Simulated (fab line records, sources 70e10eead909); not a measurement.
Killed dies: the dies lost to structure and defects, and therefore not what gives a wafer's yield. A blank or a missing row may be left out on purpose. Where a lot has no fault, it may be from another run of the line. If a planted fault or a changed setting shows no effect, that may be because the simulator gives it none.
fab line records || flow nandHarc
record: {"lots": 14, "wafers": 42, "lastDay": 32}
route steps=1302 shown A_START@389 A_SOURCE_PLATE@415 A_ONON_D1@431
lots with no fault: from the same line, run without faults
startH: the number of hours between the record's first day and the start of the first shown wafer of the lot || waitH: time in hours since the lot's previous step || " as in the row above || L1.1+2: several wafers, shown together as one row || - either no value or no given start || * or withheld: withheld || < > ~ a bound
route shown NAME@n: a module of which the file shows steps, and the number in the route of the first || usual: mean/standard deviation taken from wafers without a fault || same: alike in all rows || chamber/n: place in a boat || sites: each site's reading || _std_site: standard deviation across them || _edge_site: inner sites' mean taken away from outer sites' mean || radiusMm: for every site, how far away it sits from the centre of the wafer || mask NAME#n: copy n || behind: the tool/chamber that last shaped the wafer || hold: cause of the lot's hold/its duration in hours/its outcome || device: which transistor (n, p or np) failed to switch || end of line: tests run on the same wafers once the route is complete || step lacking rows: just its recipe || killed: count of dies lost to structure and defects at first sort (not the wafer's yield) || map: the dies of a wafer, with x for killed, . for not killed, _ for no die there
set.NAME: the run value of the setting; set.NAME@STEP: its run value at that earlier step || model.NAME: the simulator's own value behind a step, which no gauge read
steps of the route over a sample of lots; a table a step, a row a wafer
services: a tool's chamber out of use, with start hour (startH, from the record's first day; less than 0 if before it), hours out, and reason
== steps ==
step: NHARC_A_START_INSPECT_01
usual: {"rawDefectCount": "3.3/1.8"}
{"lot.wafer": "L768.1", "tool": "defectInspect-02", "chamber": "-", "startH": 142.68, "waitH": "-", "rawDefectCount": 2}
{"lot.wafer": "L768.5", "tool": "defectInspect-02", "chamber": "-", "startH": 142.68, "waitH": "-", "rawDefectCount": 5}
{"lot.wafer": "L768.6", "tool": "defectInspect-02", "chamber": "-", "startH": 142.68, "waitH": "-", "rawDefectCount": 1}
{"lot.wafer": "L769.1", "tool": "defectInspect-02", "chamber": "-", "startH": 150.43, "waitH": "-", "rawDefectCount": 2}
{"lot.wafer": "L769.2", "tool": "defectInspect-02", "chamber": "-", "startH": 150.43, "waitH": "-", "rawDefectCount": 2}
{"lot.wafer": "L769.5", "tool": "defectInspect-02", "chamber": "-", "startH": 150.43, "waitH": "-", "rawDefectCount": 3}
{"lot.wafer": "L770.1", "tool": "defectInspect-01", "chamber": "-", "startH": 154.45, "waitH": "-", "rawDefectCount": 1}
{"lot.wafer": "L770.3", "tool": "defectInspect-01", "chamber": "-", "startH": 154.45, "waitH": "-", "rawDefectCount": 7}
{"lot.wafer": "L770.5", "tool": "defectInspect-01", "chamber": "-", "startH": 154.45, "waitH": "-", "rawDefectCount": 2}
{"lot.wafer": "L771.1", "tool": "defectInspect-01", "chamber": "-", "startH": 173.51, "waitH": "-", "rawDefectCount": 1}
{"lot.wafer": "L771.2", "tool": "defectInspect-01", "chamber": "-", "startH": 173.51, "waitH": "-", "rawDefectCount": 4}
{"lot.wafer": "L771.6", "tool": "defectInspect-01", "chamber": "-", "startH": 173.51, "waitH": "-", "rawDefectCount": 3}
{"lot.wafer": "L773.2", "tool": "defectInspect-02", "chamber": "-", "startH": 191.82, "waitH": "-", "rawDefectCount": 5}
{"lot.wafer": "L773.3", "tool": "defectInspect-02", "chamber": "-", "startH": 191.82, "waitH": "-", "rawDefectCount": 2}
{"lot.wafer": "L773.4", "tool": "defectInspect-02", "chamber": "-", "startH": 191.82, "waitH": "-", "rawDefectCount": 4}
{"lot.wafer": "L774.2", "tool": "defectInspect-01", "chamber": "-", "startH": 199.27, "waitH": "-", "rawDefectCount": 2}
{"lot.wafer": "L774.4", "tool": "defectInspect-01", "chamber": "-", "startH": 199.27, "waitH": "-", "rawDefectCount": 1}
{"lot.wafer": "L774.5", "tool": "defectInspect-01", "chamber": "-", "startH": 199.27, "waitH": "-", "rawDefectCount": 6}
{"lot.wafer": "L775.3", "tool": "defectInspect-02", "chamber": "-", "startH": 207.61, "waitH": "-", "rawDefectCount": 2}
{"lot.wafer": "L775.4", "tool": "defectInspect-02", "chamber": "-", "startH": 207.61, "waitH": "-", "rawDefectCount": 4}
{"lot.wafer": "L775.6", "tool": "defectInspect-02", "chamber": "-", "startH": 207.61, "waitH": "-", "rawDefectCount": 3}
{"lot.wafer": "L778.1", "tool": "defectInspect-02", "chamber": "-", "startH": 239.77, "waitH": "-", "rawDefectCount": 4}
{"lot.wafer": "L778.4", "tool": "defectInspect-02", "chamber": "-", "startH": 239.77, "waitH": "-", "rawDefectCount": 5}
{"lot.wafer": "L778.6", "tool": "defectInspect-02", "chamber": "-", "startH": 239.77, "waitH": "-", "rawDefectCount": 3}
{"lot.wafer": "L783.1", "tool": "defectInspect-02", "chamber": "-", "startH": 283.25, "waitH": "-", "rawDefectCount": 9}
{"lot.wafer": "L783.4", "tool": "defectInspect-02", "chamber": "-", "startH": 283.25, "waitH": "-", "rawDefectCount": 1}
{"lot.wafer": "L783.6", "tool": "defectInspect-02", "chamber": "-", "startH": 283.25, "waitH": "-", "rawDefectCount": 1}
{"lot.wafer": "L784.1", "tool": "defectInspect-02", "chamber": "-", "startH": 298.73, "waitH": "-", "rawDefectCount": 0}
{"lot.wafer": "L784.3", "tool": "defectInspect-02", "chamber": "-", "startH": 298.73, "waitH": "-", "rawDefectCount": 4}
{"lot.wafer": "L784.6", "tool": "defectInspect-02", "chamber": "-", "startH": 298.73, "waitH": "-", "rawDefectCount": 6}
{"lot.wafer": "L785.1", "tool": "defectInspect-02", "chamber": "-", "startH": 304.13, "waitH": "-", "rawDefectCount": 1}
{"lot.wafer": "L785.5", "tool": "defectInspect-02", "chamber": "-", "startH": 304.13, "waitH": "-", "rawDefectCount": 4}
{"lot.wafer": "L785.6", "tool": "defectInspect-02", "chamber": "-", "startH": 304.13, "waitH": "-", "rawDefectCount": 1}
{"lot.wafer": "L786.1", "tool": "defectInspect-02", "chamber": "-", "startH": 321.36, "waitH": "-", "rawDefectCount": 6}
{"lot.wafer": "L786.3", "tool": "defectInspect-02", "chamber": "-", "startH": 321.36, "waitH": "-", "rawDefectCount": 2}
{"lot.wafer": "L786.4", "tool": "defectInspect-02", "chamber": "-", "startH": 321.36, "waitH": "-", "rawDefectCount": 5}
{"lot.wafer": "L787.2", "tool": "defectInspect-01", "chamber": "-", "startH": 321.64, "waitH": "-", "rawDefectCount": 4}
{"lot.wafer": "L787.3", "tool": "defectInspect-01", "chamber": "-", "startH": 321.64, "waitH": "-", "rawDefectCount": 2}
{"lot.wafer": "L787.6", "tool": "defectInspect-01", "chamber": "-", "startH": 321.64, "waitH": "-", "rawDefectCount": 2}
{"lot.wafer": "L789.2", "tool": "defectInspect-01", "chamber": "-", "startH": 345.55, "waitH": "-", "rawDefectCount": 3}
{"lot.wafer": "L789.3", "tool": "defectInspect-01", "chamber": "-", "startH": 345.55, "waitH": "-", "rawDefectCount": 1}
{"lot.wafer": "L789.6", "tool": "defectInspect-01", "chamber": "-", "startH": 345.55, "waitH": "-", "rawDefectCount": 4}
step: NHARC_A_SOURCE_PLATE_OXIDE_02
recipe: {"targetThkA": 100, "tempC": 900, "oxTimeS": 1362, "material": "SiO2"}
usual: {"oxTempC": "900.0/0.39", "oxTimeS": "1362/0", "spikeTcTopC": "909.2/2.4", "tubeCenterTempC": "900/0.085"}
{"lot.wafer": "L768.1", "tool": "furnace-06", "chamber": 0, "startH": 147.86, "waitH": "-", "oxTempC": 900.4, "oxTimeS": 1362, "spikeTcTopC": 907.6, "tubeCenterTempC": 899.85}
{"lot.wafer": "L768.5", "tool": "furnace-06", "chamber": 0, "startH": 147.86, "waitH": "-", "oxTempC": 899.8, "oxTimeS": 1362, "spikeTcTopC": 908.0, "tubeCenterTempC": 899.88}
{"lot.wafer": "L768.6", "tool": "furnace-06", "chamber": 0, "startH": 147.86, "waitH": "-", "oxTempC": 900.3, "oxTimeS": 1362, "spikeTcTopC": 907.8, "tubeCenterTempC": 899.91}
{"lot.wafer": "L769.1", "tool": "furnace-06", "chamber": 0, "startH": 155.57, "waitH": 2.7, "oxTempC": 899.7, "oxTimeS": 1362, "spikeTcTopC": 910.2, "tubeCenterTempC": 899.96}
{"lot.wafer": "L769.2", "tool": "furnace-06", "chamber": 0, "startH": 155.57, "waitH": 2.7, "oxTempC": 899.9, "oxTimeS": 1362, "spikeTcTopC": 906.6, "tubeCenterTempC": 899.97}
{"lot.wafer": "L769.5", "tool": "furnace-06", "chamber": 0, "startH": 155.57, "waitH": 2.7, "oxTempC": 899.9, "oxTimeS": 1362, "spikeTcTopC": 906.7, "tubeCenterTempC": 899.99}
{"lot.wafer": "L770.1", "tool": "furnace-06", "chamber": 0, "startH": 159.82, "waitH": "-", "oxTempC": 900.7, "oxTimeS": 1362, "spikeTcTopC": 906.8, "tubeCenterTempC": 899.91}
{"lot.wafer": "L770.3", "tool": "furnace-06", "chamber": 0, "startH": 159.82, "waitH": "-", "oxTempC": 900.2, "oxTimeS": 1362, "spikeTcTopC": 909.2, "tubeCenterTempC": 899.93}
{"lot.wafer": "L770.5", "tool": "furnace-06", "chamber": 0, "startH": 159.82, "waitH": "-", "oxTempC": 900.2, "oxTimeS": 1362, "spikeTcTopC": 907.9, "tubeCenterTempC": 899.97}
{"lot.wafer": "L771.1", "tool": "furnace-06", "chamber": 0, "startH": 178.65, "waitH": 2.7, "oxTempC": 899.1, "oxTimeS": 1362, "spikeTcTopC": 907.2, "tubeCenterTempC": 899.96}
{"lot.wafer": "L771.2", "tool": "furnace-06", "chamber": 0, "startH": 178.65, "waitH": 2.7, "oxTempC": 899.9, "oxTimeS": 1362, "spikeTcTopC": 907.4, "tubeCenterTempC": 900.04}
{"lot.wafer": "L771.6", "tool": "furnace-06", "chamber": 0, "startH": 178.65, "waitH": 2.7, "oxTempC": 899.7, "oxTimeS": 1362, "spikeTcTopC": 907.1, "tubeCenterTempC": 899.99}
{"lot.wafer": "L773.2", "tool": "furnace-08", "chamber": 0, "startH": 197.28, "waitH": 3.0, "oxTempC": 899.8, "oxTimeS": 1362, "spikeTcTopC": 911.9, "tubeCenterTempC": 900.09}
{"lot.wafer": "L773.3", "tool": "furnace-08", "chamber": 0, "startH": 197.28, "waitH": 3.0, "oxTempC": 899.8, "oxTimeS": 1362, "spikeTcTopC": 912.2, "tubeCenterTempC": 900}
{"lot.wafer": "L773.4", "tool": "furnace-08", "chamber": 0, "startH": 197.28, "waitH": 3.0, "oxTempC": 899.8, "oxTimeS": 1362, "spikeTcTopC": 911.1, "tubeCenterTempC": 900}
{"lot.wafer": "L774.2", "tool": "furnace-06", "chamber": 0, "startH": 204.26, "waitH": 2.7, "oxTempC": 900.1, "oxTimeS": 1362, "spikeTcTopC": 907.3, "tubeCenterTempC": 899.99}
{"lot.wafer": "L774.4", "tool": "furnace-06", "chamber": 0, "startH": 204.26, "waitH": 2.7, "oxTempC": 900.8, "oxTimeS": 1362, "spikeTcTopC": 907.4, "tubeCenterTempC": 900.02}
{"lot.wafer": "L774.5", "tool": "furnace-06", "chamber": 0, "startH": 204.26, "waitH": 2.7, "oxTempC": 900.9, "oxTimeS": 1362, "spikeTcTopC": 907.7, "tubeCenterTempC": 900.13}
{"lot.wafer": "L775.3", "tool": "furnace-07", "chamber": 0, "startH": 213.16, "waitH": "-", "oxTempC": 900.2, "oxTimeS": 1362, "spikeTcTopC": 912.5, "tubeCenterTempC": 900.14}
{"lot.wafer": "L775.4", "tool": "furnace-07", "chamber": 0, "startH": 213.16, "waitH": "-", "oxTempC": 900.0, "oxTimeS": 1362, "spikeTcTopC": 914.4, "tubeCenterTempC": 899.95}
{"lot.wafer": "L775.6", "tool": "furnace-07", "chamber": 0, "startH": 213.16, "waitH": "-", "oxTempC": 899.9, "oxTimeS": 1362, "spikeTcTopC": 913.0, "tubeCenterTempC": 900.02}
{"lot.wafer": "L778.1", "tool": "furnace-08", "chamber": 0, "startH": 245.20, "waitH": "-", "oxTempC": 900.5, "oxTimeS": 1362, "spikeTcTopC": 912.4, "tubeCenterTempC": 899.9}
{"lot.wafer": "L778.4", "tool": "furnace-08", "chamber": 0, "startH": 245.20, "waitH": "-", "oxTempC": 900.5, "oxTimeS": 1362, "spikeTcTopC": 910.0, "tubeCenterTempC": 899.95}
{"lot.wafer": "L778.6", "tool": "furnace-08", "chamber": 0, "startH": 245.20, "waitH": "-", "oxTempC": 900.4, "oxTimeS": 1362, "spikeTcTopC": 912.0, "tubeCenterTempC": 900.06}
{"lot.wafer": "L783.1", "tool": "furnace-08", "chamber": "-", "startH": 288.68, "waitH": "-", "oxTempC": "-", "oxTimeS": "-", "spikeTcTopC": "-", "tubeCenterTempC": "-"}
{"lot.wafer": "L783.4", "tool": "furnace-08", "chamber": "-", "startH": 288.68, "waitH": "-", "oxTempC": "-", "oxTimeS": "-", "spikeTcTopC": "-", "tubeCenterTempC": "-"}
{"lot.wafer": "L783.6", "tool": "furnace-08", "chamber": "-", "startH": 288.68, "waitH": "-", "oxTempC": "-", "oxTimeS": "-", "spikeTcTopC": "-", "tubeCenterTempC": "-"}
{"lot.wafer": "L784.1", "tool": "furnace-06", "chamber": "-", "startH": 307.55, "waitH": "-", "oxTempC": "-", "oxTimeS": "-", "spikeTcTopC": "-", "tubeCenterTempC": "-"}
{"lot.wafer": "L784.3", "tool": "furnace-06", "chamber": "-", "startH": 307.55, "waitH": "-", "oxTempC": "-", "oxTimeS": "-", "spikeTcTopC": "-", "tubeCenterTempC": "-"}
{"lot.wafer": "L784.6", "tool": "furnace-06", "chamber": "-", "startH": 307.55, "waitH": "-", "oxTempC": "-", "oxTimeS": "-", "spikeTcTopC": "-", "tubeCenterTempC": "-"}
{"lot.wafer": "L785.1", "tool": "furnace-06", "chamber": 0, "startH": 307.55, "waitH": "-", "oxTempC": 901.1, "oxTimeS": 1362, "spikeTcTopC": 906.7, "tubeCenterTempC": 899.88}
{"lot.wafer": "L785.5", "tool": "furnace-06", "chamber": 0, "startH": 307.55, "waitH": "-", "oxTempC": 900.5, "oxTimeS": 1362, "spikeTcTopC": 907.9, "tubeCenterTempC": 899.97}
{"lot.wafer": "L785.6", "tool": "furnace-06", "chamber": 0, "startH": 307.55, "waitH": "-", "oxTempC": 899.9, "oxTimeS": 1362, "spikeTcTopC": 906.5, "tubeCenterTempC": 900.12}
{"lot.wafer": "L786.1", "tool": "furnace-06", "chamber": 0, "startH": 326.42, "waitH": "-", "oxTempC": 901.0, "oxTimeS": 1362, "spikeTcTopC": 906.7, "tubeCenterTempC": 899.98}
{"lot.wafer": "L786.3", "tool": "furnace-06", "chamber": 0, "startH": 326.42, "waitH": "-", "oxTempC": 900.2, "oxTimeS": 1362, "spikeTcTopC": 908.1, "tubeCenterTempC": 900.05}
{"lot.wafer": "L786.4", "tool": "furnace-06", "chamber": 0, "startH": 326.42, "waitH": "-", "oxTempC": 900.5, "oxTimeS": 1362, "spikeTcTopC": 908.9, "tubeCenterTempC": 900.16}
{"lot.wafer": "L787.2", "tool": "furnace-06", "chamber": 0, "startH": 326.42, "waitH": "-", "oxTempC": 900.1, "oxTimeS": 1362, "spikeTcTopC": 906.8, "tubeCenterTempC": 900}
{"lot.wafer": "L787.3", "tool": "furnace-06", "chamber": 0, "startH": 326.42, "waitH": "-", "oxTempC": 899.9, "oxTimeS": 1362, "spikeTcTopC": 907.1, "tubeCenterTempC": 900.06}
{"lot.wafer": "L787.6", "tool": "furnace-06", "chamber": 0, "startH": 326.42, "waitH": "-", "oxTempC": 899.8, "oxTimeS": 1362, "spikeTcTopC": 907.4, "tubeCenterTempC": 900.16}
{"lot.wafer": "L789.2", "tool": "furnace-06", "chamber": 0, "startH": 348.22, "waitH": "-", "oxTempC": 899.8, "oxTimeS": 1362, "spikeTcTopC": 906.3, "tubeCenterTempC": 899.92}
{"lot.wafer": "L789.3", "tool": "furnace-06", "chamber": 0, "startH": 348.22, "waitH": "-", "oxTempC": 899.8, "oxTimeS": 1362, "spikeTcTopC": 907.8, "tubeCenterTempC": 900.03}
{"lot.wafer": "L789.6", "tool": "furnace-06", "chamber": 0, "startH": 348.22, "waitH": "-", "oxTempC": 899.7, "oxTimeS": 1362, "spikeTcTopC": 907.0, "tubeCenterTempC": 900.05}
step: NHARC_A_SOURCE_PLATE_INSPECT_08
usual: {"rawDefectCount": "60/23"}
{"lot.wafer": "L768.1", "tool": "defectInspect-01", "chamber": "-", "startH": 161.93, "waitH": 0.0, "rawDefectCount": 47}
{"lot.wafer": "L768.5", "tool": "defectInspect-01", "chamber": "-", "startH": 161.93, "waitH": 0.0, "rawDefectCount": 34}
{"lot.wafer": "L768.6", "tool": "defectInspect-01", "chamber": "-", "startH": 161.93, "waitH": 0.0, "rawDefectCount": 49}
{"lot.wafer": "L769.1", "tool": "defectInspect-02", "chamber": "-", "startH": 172.23, "waitH": 0.0, "rawDefectCount": 58}
{"lot.wafer": "L769.2", "tool": "defectInspect-02", "chamber": "-", "startH": 172.23, "waitH": 0.0, "rawDefectCount": 93}
{"lot.wafer": "L769.5", "tool": "defectInspect-02", "chamber": "-", "startH": 172.23, "waitH": 0.0, "rawDefectCount": 39}
{"lot.wafer": "L770.1", "tool": "defectInspect-02", "chamber": "-", "startH": 176.53, "waitH": 0.0, "rawDefectCount": 48}
{"lot.wafer": "L770.3", "tool": "defectInspect-02", "chamber": "-", "startH": 176.53, "waitH": 0.0, "rawDefectCount": 55}
{"lot.wafer": "L770.5", "tool": "defectInspect-02", "chamber": "-", "startH": 176.53, "waitH": 0.0, "rawDefectCount": 43}
{"lot.wafer": "L771.1", "tool": "defectInspect-01", "chamber": "-", "startH": 195.72, "waitH": 0.0, "rawDefectCount": 40}
{"lot.wafer": "L771.2", "tool": "defectInspect-01", "chamber": "-", "startH": 195.72, "waitH": 0.0, "rawDefectCount": 34}
{"lot.wafer": "L771.6", "tool": "defectInspect-01", "chamber": "-", "startH": 195.72, "waitH": 0.0, "rawDefectCount": 33}
{"lot.wafer": "L773.2", "tool": "defectInspect-01", "chamber": "-", "startH": 213.92, "waitH": 0.0, "rawDefectCount": 43}
{"lot.wafer": "L773.3", "tool": "defectInspect-01", "chamber": "-", "startH": 213.92, "waitH": 0.0, "rawDefectCount": 53}
{"lot.wafer": "L773.4", "tool": "defectInspect-01", "chamber": "-", "startH": 213.92, "waitH": 0.0, "rawDefectCount": 47}
{"lot.wafer": "L774.2", "tool": "defectInspect-02", "chamber": "-", "startH": 220.97, "waitH": 0.0, "rawDefectCount": 42}
{"lot.wafer": "L774.4", "tool": "defectInspect-02", "chamber": "-", "startH": 220.97, "waitH": 0.0, "rawDefectCount": 105}
{"lot.wafer": "L774.5", "tool": "defectInspect-02", "chamber": "-", "startH": 220.97, "waitH": 0.0, "rawDefectCount": 54}
{"lot.wafer": "L775.3", "tool": "defectInspect-02", "chamber": "-", "startH": 229.76, "waitH": 0.0, "rawDefectCount": 31}
{"lot.wafer": "L775.4", "tool": "defectInspect-02", "chamber": "-", "startH": 229.76, "waitH": 0.0, "rawDefectCount": 63}
{"lot.wafer": "L775.6", "tool": "defectInspect-02", "chamber": "-", "startH": 229.76, "waitH": 0.0, "rawDefectCount": 40}
{"lot.wafer": "L778.1", "tool": "defectInspect-01", "chamber": "-", "startH": 263.27, "waitH": 0.0, "rawDefectCount": 91}
{"lot.wafer": "L778.4", "tool": "defectInspect-01", "chamber": "-", "startH": 263.27, "waitH": 0.0, "rawDefectCount": 94}
{"lot.wafer": "L778.6", "tool": "defectInspect-01", "chamber": "-", "startH": 263.27, "waitH": 0.0, "rawDefectCount": 96}
{"lot.wafer": "L783.1", "tool": "defectInspect-01", "chamber": "-", "startH": 307.98, "waitH": 0.0, "rawDefectCount": 53}
{"lot.wafer": "L783.4", "tool": "defectInspect-01", "chamber": "-", "startH": 307.98, "waitH": 0.0, "rawDefectCount": 51}
{"lot.wafer": "L783.6", "tool": "defectInspect-01", "chamber": "-", "startH": 307.98, "waitH": 0.0, "rawDefectCount": 38}
{"lot.wafer": "L785.1", "tool": "defectInspect-02", "chamber": "-", "startH": 324.16, "waitH": 0.0, "rawDefectCount": 42}
{"lot.wafer": "L785.5", "tool": "defectInspect-02", "chamber": "-", "startH": 324.16, "waitH": 0.0, "rawDefectCount": 111}
{"lot.wafer": "L785.6", "tool": "defectInspect-02", "chamber": "-", "startH": 324.16, "waitH": 0.0, "rawDefectCount": 40}
{"lot.wafer": "L784.1", "tool": "defectInspect-01", "chamber": "-", "startH": 324.16, "waitH": 0.0, "rawDefectCount": 37}
{"lot.wafer": "L784.3", "tool": "defectInspect-01", "chamber": "-", "startH": 324.16, "waitH": 0.0, "rawDefectCount": 46}
{"lot.wafer": "L784.6", "tool": "defectInspect-01", "chamber": "-", "startH": 324.16, "waitH": 0.0, "rawDefectCount": 58}
{"lot.wafer": "L786.1", "tool": "defectInspect-02", "chamber": "-", "startH": 343.09, "waitH": 0.0, "rawDefectCount": 56}
{"lot.wafer": "L786.3", "tool": "defectInspect-02", "chamber": "-", "startH": 343.09, "waitH": 0.0, "rawDefectCount": 73}
{"lot.wafer": "L786.4", "tool": "defectInspect-02", "chamber": "-", "startH": 343.09, "waitH": 0.0, "rawDefectCount": 55}
{"lot.wafer": "L787.2", "tool": "defectInspect-01", "chamber": "-", "startH": 343.10, "waitH": 0.0, "rawDefectCount": 66}
{"lot.wafer": "L787.3", "tool": "defectInspect-01", "chamber": "-", "startH": 343.10, "waitH": 0.0, "rawDefectCount": 46}
{"lot.wafer": "L787.6", "tool": "defectInspect-01", "chamber": "-", "startH": 343.10, "waitH": 0.0, "rawDefectCount": 64}
{"lot.wafer": "L789.2", "tool": "defectInspect-02", "chamber": "-", "startH": 365.29, "waitH": 0.0, "rawDefectCount": 36}
{"lot.wafer": "L789.3", "tool": "defectInspect-02", "chamber": "-", "startH": 365.29, "waitH": 0.0, "rawDefectCount": 77}
{"lot.wafer": "L789.6", "tool": "defectInspect-02", "chamber": "-", "startH": 365.29, "waitH": 0.0, "rawDefectCount": 54}
step: NHARC_A_ONON_D1_THK_MEAS_11
recipe: {"thkMeasGauge": "ellipsometry"}
usual: {"thkNm": "999/10"}
{"lot.wafer": "L768.1", "tool": "filmMetro-01", "chamber": "-", "startH": 164.22, "waitH": "-", "thkNm": 1001}
{"lot.wafer": "L768.5", "tool": "filmMetro-01", "chamber": "-", "startH": 164.22, "waitH": "-", "thkNm": 999}
{"lot.wafer": "L768.6", "tool": "filmMetro-01", "chamber": "-", "startH": 164.22, "waitH": "-", "thkNm": 1000}
{"lot.wafer": "L769.1", "tool": "filmMetro-01", "chamber": "-", "startH": 174.55, "waitH": "-", "thkNm": 1008}
{"lot.wafer": "L769.2", "tool": "filmMetro-01", "chamber": "-", "startH": 174.55, "waitH": "-", "thkNm": 1005}
{"lot.wafer": "L769.5", "tool": "filmMetro-01", "chamber": "-", "startH": 174.55, "waitH": "-", "thkNm": 1006}
{"lot.wafer": "L770.1", "tool": "filmMetro-02", "chamber": "-", "startH": 178.80, "waitH": "-", "thkNm": 998}
{"lot.wafer": "L770.3", "tool": "filmMetro-02", "chamber": "-", "startH": 178.80, "waitH": "-", "thkNm": 997}
{"lot.wafer": "L770.5", "tool": "filmMetro-02", "chamber": "-", "startH": 178.80, "waitH": "-", "thkNm": 998}
{"lot.wafer": "L771.1", "tool": "filmMetro-02", "chamber": "-", "startH": 197.99, "waitH": "-", "thkNm": 991}
{"lot.wafer": "L771.2", "tool": "filmMetro-02", "chamber": "-", "startH": 197.99, "waitH": "-", "thkNm": 993}
{"lot.wafer": "L771.6", "tool": "filmMetro-02", "chamber": "-", "startH": 197.99, "waitH": "-", "thkNm": 991}
{"lot.wafer": "L773.2", "tool": "filmMetro-02", "chamber": "-", "startH": 216.20, "waitH": "-", "thkNm": 992}
{"lot.wafer": "L773.3", "tool": "filmMetro-02", "chamber": "-", "startH": 216.20, "waitH": "-", "thkNm": 993}
{"lot.wafer": "L773.4", "tool": "filmMetro-02", "chamber": "-", "startH": 216.20, "waitH": "-", "thkNm": 995}
{"lot.wafer": "L774.2", "tool": "filmMetro-02", "chamber": "-", "startH": 223.25, "waitH": "-", "thkNm": 999}
{"lot.wafer": "L774.4", "tool": "filmMetro-02", "chamber": "-", "startH": 223.25, "waitH": "-", "thkNm": 998}
{"lot.wafer": "L774.5", "tool": "filmMetro-02", "chamber": "-", "startH": 223.25, "waitH": "-", "thkNm": 1000}
{"lot.wafer": "L775.3", "tool": "filmMetro-01", "chamber": "-", "startH": 232.04, "waitH": "-", "thkNm": 1004}
{"lot.wafer": "L775.4", "tool": "filmMetro-01", "chamber": "-", "startH": 232.04, "waitH": "-", "thkNm": 1005}
{"lot.wafer": "L775.6", "tool": "filmMetro-01", "chamber": "-", "startH": 232.04, "waitH": "-", "thkNm": 1002}
{"lot.wafer": "L778.1", "tool": "filmMetro-02", "chamber": "-", "startH": 265.55, "waitH": "-", "thkNm": 999}
{"lot.wafer": "L778.4", "tool": "filmMetro-02", "chamber": "-", "startH": 265.55, "waitH": "-", "thkNm": 1000}
{"lot.wafer": "L778.6", "tool": "filmMetro-02", "chamber": "-", "startH": 265.55, "waitH": "-", "thkNm": 1000}
{"lot.wafer": "L785.1", "tool": "filmMetro-02", "chamber": "-", "startH": 326.45, "waitH": "-", "thkNm": 992}
{"lot.wafer": "L785.5", "tool": "filmMetro-02", "chamber": "-", "startH": 326.45, "waitH": "-", "thkNm": 990}
{"lot.wafer": "L785.6", "tool": "filmMetro-02", "chamber": "-", "startH": 326.45, "waitH": "-", "thkNm": 991}
{"lot.wafer": "L786.1", "tool": "filmMetro-01", "chamber": "-", "startH": 345.36, "waitH": "-", "thkNm": 1017}
{"lot.wafer": "L786.3", "tool": "filmMetro-01", "chamber": "-", "startH": 345.36, "waitH": "-", "thkNm": 1019}
{"lot.wafer": "L786.4", "tool": "filmMetro-01", "chamber": "-", "startH": 345.36, "waitH": "-", "thkNm": 1014}
{"lot.wafer": "L787.2", "tool": "filmMetro-01", "chamber": "-", "startH": 345.41, "waitH": "-", "thkNm": 1001}
{"lot.wafer": "L787.3", "tool": "filmMetro-01", "chamber": "-", "startH": 345.41, "waitH": "-", "thkNm": 1002}
{"lot.wafer": "L787.6", "tool": "filmMetro-01", "chamber": "-", "startH": 345.41, "waitH": "-", "thkNm": 1001}
{"lot.wafer": "L789.2", "tool": "filmMetro-02", "chamber": "-", "startH": 367.57, "waitH": "-", "thkNm": 996}
{"lot.wafer": "L789.3", "tool": "filmMetro-02", "chamber": "-", "startH": 367.57, "waitH": "-", "thkNm": 995}
{"lot.wafer": "L789.6", "tool": "filmMetro-02", "chamber": "-", "startH": 367.57, "waitH": "-", "thkNm": 996}
== services ==
{"tool": "furnace-07", "chamber": "-", "startH": 270.18, "hours": 48.1, "kind": "repair"}
== key ==
firstSign: {"step": "NHARC_A_SOURCE_PLATE_OXIDE_02", "reading": "toolRecord", "direction": "missing"}
effect none on later readings
metAt NHARC_A_SOURCE_PLATE_OXIDE_02
struckLots L783,L784
laterRowsLeftOut L783.1,L783.4,L783.6,L784.1,L784.3,L784.6
sortLeftOut L783.1,L783.4,L783.6,L784.1,L784.3,L784.6
testerLeftOut L783,L784
notActingAt NHARC_A_START_INSPECT_01,NHARC_A_SOURCE_PLATE_INSPECT_08,NHARC_A_ONON_D1_THK_MEAS_11
onsetBetween 245.20 288.68
fault: {"kind": "skippedStepWhole", "tool": "furnace-06,furnace-08", "chamber": "-", "onsetH": 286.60, "steps": "NHARC_A_SOURCE_PLATE_OXIDE_02", "scope": "struckLotsOnly"}
testerLeftOut: of these lots the tester's yield and bins aren't shown, on N5 and GAA mostly nor the transistor test; their killed dies are dies lost to structure and defects alone, not to doping, threshold or leakage, so they don't give the yield
sortLeftOut: the simulated sort isn't trusted on such a fault, so these wafers' sort isn't shown, and their yield isn't known
laterRowsLeftOut: the simulator's readings of these wafers behind a module that went badly wrong aren't trusted and aren't shown, but for the sort
